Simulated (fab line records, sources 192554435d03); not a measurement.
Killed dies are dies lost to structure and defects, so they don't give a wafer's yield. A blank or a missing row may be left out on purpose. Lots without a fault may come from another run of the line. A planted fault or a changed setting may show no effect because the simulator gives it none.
Chamber matching | flow n5_finfet | N5_FIN_SAQP_PECVD_47 on pecvd-04: 3 sister chambers
The step deposits a-Si from SiH4/He, target thk 45 nm, time 36.3 s. 3 wafers are shown with their chamber, then 8 later ones without.

WAFERS WITH THEIR CHAMBER
wafer  | chamber | showerhead_plenum_p_Torr (Torr)
L085.5 | 1       | 5.72
L085.6 | 2       | 5.61
L086.1 | 0       | 5.71

WAFERS WITHOUT THEIR CHAMBER
wafer  | showerhead_plenum_p_Torr (Torr)
L086.3 | 5.71
L086.4 | 5.60
L088.1 | 5.72
L088.2 | 5.70
L088.6 | 5.61
L092.1 | 5.72
L092.2 | 5.70
L092.6 | 5.61

WHICH CHAMBER EACH WENT THROUGH
wafer  | from the rows above     | in truth
L086.3 | can't be placed: 0 or 1 | 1
L086.4 | 2                       | 2
L088.1 | can't be placed: 1 or 0 | 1
L088.2 | can't be placed: 0 or 1 | 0
L088.6 | 2                       | 2
L092.1 | can't be placed: 1 or 0 | 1
L092.2 | can't be placed: 0 or 1 | 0
L092.6 | 2                       | 2
Placed correctly: 3 of 8. Can't be placed from these rows: 5 (the true chamber is among the candidates in 5). Placed wrongly: 0.
How it was worked out, from the rows above alone: a wafer's distance from a chamber is the root of the sum, over the readings, of the square of ((its reading less the chamber's mean) divided by the reading's scatter). The wafer belongs to the nearest chamber; if the next one is less than 2 further off, it can't be placed. A chamber's mean is the mean of its shown wafers. The scatter: with one shown wafer a chamber, the root of the mean of the squares of how far each hidden wafer lies from its nearest shown one.
